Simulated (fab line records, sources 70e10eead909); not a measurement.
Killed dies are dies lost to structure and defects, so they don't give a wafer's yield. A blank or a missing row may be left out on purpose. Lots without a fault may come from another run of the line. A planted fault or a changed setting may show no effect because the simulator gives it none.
Chamber matching | flow nand_harc | NHARC_A_M1_DEP_33 on pecvd-04: 3 sister chambers
The step deposits SiCN, target thk 30 nm. 3 wafers are shown with their chamber, then 12 later ones without.

WAFERS WITH THEIR CHAMBER
wafer  | chamber | heater_power_outer_w (W)
L085.1 | 2       | 327
L088.2 | 0       | 334
L088.5 | 1       | 324

WAFERS WITHOUT THEIR CHAMBER
wafer  | heater_power_outer_w (W)
L089.2 | 339
L089.4 | 249
L089.5 | 365
L096.1 | 287
L096.3 | 352
L096.6 | 287
L094.2 | 315
L094.3 | 359
L094.4 | 268
L095.4 | 279
L095.5 | 332
L095.6 | 308

WHICH CHAMBER EACH WENT THROUGH
wafer  | from the rows above          | in truth
L089.2 | can't be placed: 0 or 2 or 1 | 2
L089.4 | can't be placed: 1 or 2 or 0 | 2
L089.5 | can't be placed: 0 or 2 or 1 | 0
L096.1 | can't be placed: 1 or 2 or 0 | 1
L096.3 | can't be placed: 0 or 2 or 1 | 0
L096.6 | can't be placed: 1 or 2 or 0 | 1
L094.2 | can't be placed: 1 or 2 or 0 | 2
L094.3 | can't be placed: 0 or 2 or 1 | 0
L094.4 | can't be placed: 1 or 2 or 0 | 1
L095.4 | can't be placed: 1 or 2 or 0 | 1
L095.5 | can't be placed: 0 or 2 or 1 | 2
L095.6 | can't be placed: 1 or 2 or 0 | 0
Placed correctly: 0 of 12. Can't be placed from these rows: 12 (the true chamber is among the candidates in 12). Placed wrongly: 0.
How it was worked out, from the rows above alone: a wafer's distance from a chamber is the root of the sum, over the readings, of the square of ((its reading less the chamber's mean) divided by the reading's scatter). The wafer belongs to the nearest chamber; if the next one is less than 2 further off, it can't be placed. A chamber's mean is the mean of its shown wafers. The scatter: with one shown wafer a chamber, the root of the mean of the squares of how far each hidden wafer lies from its nearest shown one.
